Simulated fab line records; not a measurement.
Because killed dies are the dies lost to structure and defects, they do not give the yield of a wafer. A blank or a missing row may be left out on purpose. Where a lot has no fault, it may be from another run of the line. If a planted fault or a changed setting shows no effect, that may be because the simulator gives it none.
Split-lot study | flow n5 finfet | on a route of 1938 steps: 7 lots, 21 wafers read

## THE SPLIT
At N5_FIN_SAQP_DESCUM_21 (chemistry O2, time 7.9 s), the setting time s was moved away from the recipe's 7.9 s on 6 of the 21 wafers read, by -21.3% to +21.4%. The other wafers ran this setting at the recipe's value.

The file shows no step between the split and the reading.

## THE READING
CAR-ArF_of_FIN_SAQP_COAT_10.thk nm (the simulator's own value, which no gauge read), in nm, at N5_FIN_SAQP_ETCH_51 (etches SiARC in CF4, target depth 45.5 nm, time 75.8 s). No usual value for it is given in the file. The 15 wafers here that ran the recipe average 50.93 nm, standard deviation 0.28 nm.

wafer  | tool, chamber at the split | time s as run, s | against the recipe | CAR-ArF_of_FIN_SAQP_COAT_10.thk nm, nm | against lot-mates on the recipe
L079.3 | rie diel-03, 0             | 7.9              | recipe             | 50.41                                  | -
L079.4 | rie diel-03, 1             | 7.9              | recipe             | 50.64                                  | -
L079.6 | rie diel-03, 3             | 7.9              | recipe             | 50.44                                  | -
L085.1 | rie diel-04, 1             | 6.454            | -18.3%             | 51.78                                  | +0.84
L085.4 | rie diel-04, 0             | 6.454            | -18.3%             | 51.65                                  | +0.71
L085.5 | rie diel-04, 2             | 7.9              | recipe             | 50.94                                  | -
L087.2 | rie diel-03, 3             | 7.9              | recipe             | 51.22                                  | -
L087.3 | rie diel-03, 1             | 7.9              | recipe             | 51.27                                  | -
L087.5 | rie diel-03, 0             | 7.9              | recipe             | 51.04                                  | -
L089.3 | rie diel-05, 0             | 6.618            | -16.2%             | 51.53                                  | +0.72
L089.5 | rie diel-05, 2             | 6.618            | -16.2%             | 51.65                                  | +0.84
L089.6 | rie diel-05, 3             | 7.9              | recipe             | 50.81                                  | -
L090.2 | rie diel-05, 2             | 7.9              | recipe             | 50.99                                  | -
L090.5 | rie diel-05, 3             | 7.9              | recipe             | 50.66                                  | -
L090.6 | rie diel-05, 2             | 7.9              | recipe             | 50.9                                   | -
L094.1 | rie diel-05, 3             | 9.587            | +21.4%             | 50.37                                  | -0.87
L094.4 | rie diel-05, 1             | 7.9              | recipe             | 51.13                                  | -
L094.6 | rie diel-05, 2             | 7.9              | recipe             | 51.34                                  | -
L097.2 | rie diel-04, 0             | 7.9              | recipe             | 51.01                                  | -
L097.3 | rie diel-04, 3             | 6.221            | -21.3%             | 51.85                                  | +0.77
L097.6 | rie diel-04, 0             | 7.9              | recipe             | 51.16                                  | -

FIT RESULTS
A straight line over all 21 wafers: CAR-ArF_of_FIN_SAQP_COAT_10.thk nm changes by -0.0378 nm for each +1% of time s; r = -0.83; the points scatter about the line by 0.26 nm.
The same after taking each lot's own level away (the mean of its wafers on the recipe; 21 wafers): -0.0418 nm for each +1%; r = -0.97; scatter 0.1 nm.
On that fit, the largest move of time s shifts the reading by 0.89 nm.
Across the lots, their own levels run from 50.497 to 51.235 nm, a range of 2.6 times the standard deviation given above.
So the lot-to-lot level changes the slope little: the two slopes agree.
Check: for one of the wafers moved furthest among these (+21.4%), held out of the fit, the line's prediction against its lot-mates is -0.9 nm. It came out at -0.865 nm against them.

## FURTHER SPLITS ON THESE WAFERS
Before the reading, these wafers also passed through other splits. Each is held against what the fit with the lots' levels taken away leaves over:
other split on the same wafers            | wafers away from the commonest value | r with CAR-ArF_of_FIN_SAQP_COAT_10.thk nm (lot level and that fit taken away)
N5_WELL_APT_EXPOSE_22 dose mj             | 7                                    | +0.15
N5_WELL_APT_DEVELOP_24 develop time s     | 7                                    | +0.04
N5_PMOS_HMC_CHANNEL_EPI_EXPOSE_06 dose mj | 7                                    | +0.35
N5_PMOS_HMC_CHANNEL_EPI_PEB_07 peb temp c | 6                                    | +0.13
N5_FIN_SAQP_PEB_14 peb time s             | 5                                    | -0.35

## THE WHOLE CHAIN: every reading that the file lists as answering this split, in the file's order
step                  | what it does                                           | reading                                                                             | change (the file's fit)                | r (the file's)
N5_FIN_SAQP_DESCUM_21 | chemistry O2, time 7.9 s                               | CAR-ArF_of_FIN_SAQP_COAT_10.thk nm (the simulator's own value, which no gauge read) | -0.0393 nm for each +1% of the setting | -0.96
N5_FIN_SAQP_ETCH_51   | etches SiARC in CF4, target depth 45.5 nm, time 75.8 s | CAR-ArF_of_FIN_SAQP_COAT_10.thk nm (the simulator's own value, which no gauge read) | -0.0408 nm for each +1% of the setting | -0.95

## THE FILE'S OWN FIT
CAR-ArF_of_FIN_SAQP_COAT_10.thk nm changes by -0.0408 nm for each +1% of time s, r = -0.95.
